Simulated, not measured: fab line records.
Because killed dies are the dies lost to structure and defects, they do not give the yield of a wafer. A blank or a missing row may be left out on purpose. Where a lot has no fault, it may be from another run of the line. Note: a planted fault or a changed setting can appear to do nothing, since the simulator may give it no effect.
Lot-split experiment    flow n5Finfet    21 wafers read from 7 lots, route of 1938 steps

== ON THE SPLIT ==
At N5_FIN_SAQP_EXPOSE_13 (exposes mask FIN CORE, target cd 35.6 nm), the setting doseMj was moved away from the recipe's 63.25 on 9 of the 21 wafers read, by -5.0% to +6.5%. This setting was run at the recipe's value on the other wafers.

== FROM THE SPLIT TO THE READING: what the file shows between them, 2 steps ==
- N5_FIN_SAQP_PEB_14: peb time 60 s
- N5_FIN_SAQP_DEVELOP_15: develop time 30 s

== THE READING ==
Shown in nm: cdNm at N5_FIN_SAQP_CD_MEAS_16, with target cd 35.6 nm. Fault-free wafers of this fab line usually give 35.6 nm, standard deviation 0.31 nm.

wafer   tool, chamber at the split  doseMj as run  against the recipe  cdNm, nm  against lot-mates on the recipe
L078.4  arfiScanner-02, 0           66.91          +5.8%               34.2      -1.7
L078.5  arfiScanner-02, 0           66.91          +5.8%               34.3      -1.6
L078.6  arfiScanner-02, 0           63.25          recipe              35.9      -
L082.1  arfiScanner-01, 0           63.25          recipe              35.2      -
L082.3  arfiScanner-01, 0           64.81          +2.5%               34.9      -0.4
L082.4  arfiScanner-01, 0           63.25          recipe              35.3      -
L083.1  arfiScanner-01, 0           60.11          -5.0%               37.2      +1.5
L083.4  arfiScanner-01, 0           63.25          recipe              35.6      -
L083.5  arfiScanner-01, 0           63.25          recipe              35.7      -
L086.2  arfiScanner-02, 0           63.25          recipe              35.3      -
L086.5  arfiScanner-02, 0           63.25          recipe              35.1      -
L086.6  arfiScanner-02, 0           63.25          recipe              35.3      -
L091.4  arfiScanner-01, 0           65.43          +3.4%               34.7      -0.9
L091.5  arfiScanner-01, 0           65.43          +3.4%               34.4      -1.2
L091.6  arfiScanner-01, 0           63.25          recipe              35.6      -
L095.2  arfiScanner-03, 0           63.25          recipe              36.1      -
L095.3  arfiScanner-03, 0           63.25          recipe              35.7      -
L095.6  arfiScanner-03, 0           67.36          +6.5%               33.8      -2.1
L097.1  arfiScanner-01, 0           65.68          +3.8%               34.9      -0.8
L097.2  arfiScanner-01, 0           63.25          recipe              35.7      -
L097.6  arfiScanner-01, 0           65.68          +3.8%               34.7      -1.0

THE FIT
A straight line over all 21 wafers: cdNm changes by -0.259 nm for each +1% of doseMj; r = -0.94; the points scatter about the line by 0.27 nm.
The same after taking each lot's own level away (the mean of its wafers on the recipe; 21 wafers): -0.292 nm for each +1%; r = -0.98; scatter 0.16 nm.
That fit puts the effect of the largest move of doseMj on the reading at 1.9 nm.
Measured against the standard deviation above, the lots' own levels, which go from 35.23 to 35.90 nm, span 2.2 times it.
In other words, the slope is changed by the lot-to-lot level; the two fits disagree.
Check: with one of the wafers moved furthest among these (+6.5%) left out of the fit, the line predicts -1.8 nm for it against its lot-mates. Against them it came out at -2.1 nm.

== OTHER SPLITS APPLIED TO THESE WAFERS ==
Other splits were also applied to these wafers ahead of the reading. Each is held against what the fit with the lots' levels taken away leaves over:
other split on the same wafers           wafers away from the commonest value  r with cdNm (lot level and that fit taken away)
N5_WELL_APT_EXPOSE_05 doseMj             6                                     +0.29
N5_WELL_APT_COAT_19 spinRpm              7                                     +0.03
N5_PMOS_HMC_CHANNEL_EPI_PEB_07 pebTimeS  6                                     -0.23

== FILE'S OWN FIT ==
cdNm changes by -0.29 nm for each +1% of doseMj, r = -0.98.
